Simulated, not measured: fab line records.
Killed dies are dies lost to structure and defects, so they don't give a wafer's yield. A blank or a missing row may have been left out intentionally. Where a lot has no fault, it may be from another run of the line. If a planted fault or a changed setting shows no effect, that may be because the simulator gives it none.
Comparing a struck lot with a sound one ; flow n5-finfet ; 24 steps out of a route of 1938
Sound: wafers L556.3, L556.4, L556.5. The struck wafers were L549.1, L549.2, L549.5. The cause comes at the end.
At each step with rows: each side's tool, then ch and its chambers, then its first start. Under that, the readings that differ: sound wafers ; struck wafers ; difference of the means ; sigmas: that difference in standard deviations of wafers without a fault.
alike: words and numbers the same on both sides, and readings whose means are apart by under 2 such deviations; not compared: readings that were withheld, readings missing a value for some wafer, numbers with overlapping values and no deviation given by the record, and bounds like >300 which may hide the same value.
Wherever a step has rows on one side only, a row that says differs or no value, or a row with sigmas, the two part there. Numbers that don't overlap but have no deviation are shown without sigmas and don't part them. Lack of a reading on every wafer of one side parts them only where that side has two or more wafers.

first, 9 steps without rows for these wafers: N5_FIN_SAQP_PRECLEAN_38 (cleans in O3/DIW, time 45 s); N5_FIN_SAQP_PRECLEAN_45 (cleans in dHF, time 10 s); N5_FIN_SAQP_SRD_39 (time 30 s); N5_FIN_CUT_COAT_18 (time 60 s, resist thk 230 nm); N5_FIN_CUT_COAT_19 (time 60 s, resist thk 20 nm); N5_FIN_CUT_COAT_29 (time 60 s, resist thk 10 nm); N5_FIN_CUT_COAT_02 (resist thk 30 nm); N5_FIN_CUT_EBR_04; N5_FIN_CUT_SOFTBAKE_03 (time 60 s).
N5_FIN_CUT_EXPOSE_05: exposes mask FIN CUT.
  sound on euv-scanner-01 ch 0, day 7 02:25; struck on euv-scanner-02 ch 0, day 5 09:32
reading;sound;struck;difference;sigmas
exposure-dose-mJ-cm2;45.85 45.87 45.87;43.75 43.81 43.79;-2.08;-19
  alike: mask
then, 2 steps without rows for these wafers: N5_FIN_CUT_PEB_06 (peb time 60 s); N5_FIN_CUT_DEVELOP_07 (develop time 30 s).
N5_FIN_CUT_CD_MEAS_08 targets a cd of 29.1 nm.
  sound on cd-sem-03 ch 0, day 7 02:32; struck on cd-sem-01 ch 0, day 5 09:40
reading;sound;struck;difference;sigmas
cd-nm (nm);28.74 29.29 29.24;28.62 27.98 28.39;-0.76;-3
then, 1 step without rows for these wafers: N5_FIN_CUT_DESCUM_13 (chemistry O2, time 7 s).
N5_FIN_CUT_ETCH_30: etches underlayer in N2/H2, target depth 13 nm, time 10.4 s.
  sound on rie-diel-05 ch 1,2, day 7 02:41; struck on rie-diel-05 ch 1,2,3, day 5 09:50
reading;sound;struck;difference;sigmas
model.FIN_CUT.cd-offset-nm (nm);0 0.2 0.2;-0.4 -0.8 -0.8;-0.8;
  alike: drypump-motor-current-A, etch-rf-on-time-s, oes-product-au, rf-vpp-V, showerhead-plenum-p-Torr, throttle-valve-pct
  not compared: rf-hours-counter-h
then, 6 steps without rows for these wafers: N5_FIN_CUT_ETCH_20 (etches SiARC in CF4, target depth 26 nm, time 43.3 s); N5_FIN_CUT_ETCH_21 (etches SOC in N2/H2, target depth 219 nm, overetch 43.8 nm, time 523.5 s); N5_FIN_CUT_STRIP_23 (strips in N2/H2); N5_FIN_CUT_STRIP_31 (strips in N2/H2); N5_FIN_CUT_STRIP_24 (strips in CF4); N5_FIN_CUT_CUT_ETCH_26 (etches SiNx in CH3F/O2, target depth 39 nm, time 55.7 s).
N5_FIN_CUT_CUT_ETCH_27: etches SiO2 in CHF3/O2, target depth 4 nm, overetch 2 nm, time 4.9 s.
  sound on rie-diel-05 ch 1,2, day 7 03:08; struck on rie-diel-05 ch 1,2,3, day 5 10:17
  alike: drypump-motor-current-A, oes-product-au, rf-vpp-V, showerhead-plenum-p-Torr, throttle-valve-pct
  not compared: rf-hours-counter-h, model.FIN_CUT.cd-offset-nm
then, 1 step without rows for these wafers: N5_FIN_CUT_PRECLEAN_35 (cleans in vHF, time 13.3 s).
-- here the record skips 6 days between the struck wafers' starts before and after, leaving off in module FIN_CUT and picking up in module BEOL_M4 (first step shown: number 1111 of the route) --
N5_BEOL_M4_RC_MEAS_101:
  sound on prober-01 ch 0, day 12 17:37; struck on prober-01 ch 0, day 11 08:21
  alike: DIBL_N, DIBL_P, IOFF_N, IOFF_P, ION_N, ION_P, SS_N, SS_P, VT_N, VT_P

WHERE THEY PART
At N5_FIN_CUT_EXPOSE_05 first; at N5_FIN_CUT_CD_MEAS_08 last (within this record only). Later steps at which nothing parts them and some readings are alike: N5_FIN_CUT_ETCH_30, N5_FIN_CUT_CUT_ETCH_27, N5_BEOL_M4_RC_MEAS_101.

WHY: the cause the simulator had injected
Process parameter drift: euv-scanner-02, from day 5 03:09 on, at N5_FIN_CUT_EXPOSE_05. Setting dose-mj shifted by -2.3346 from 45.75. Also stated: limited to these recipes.
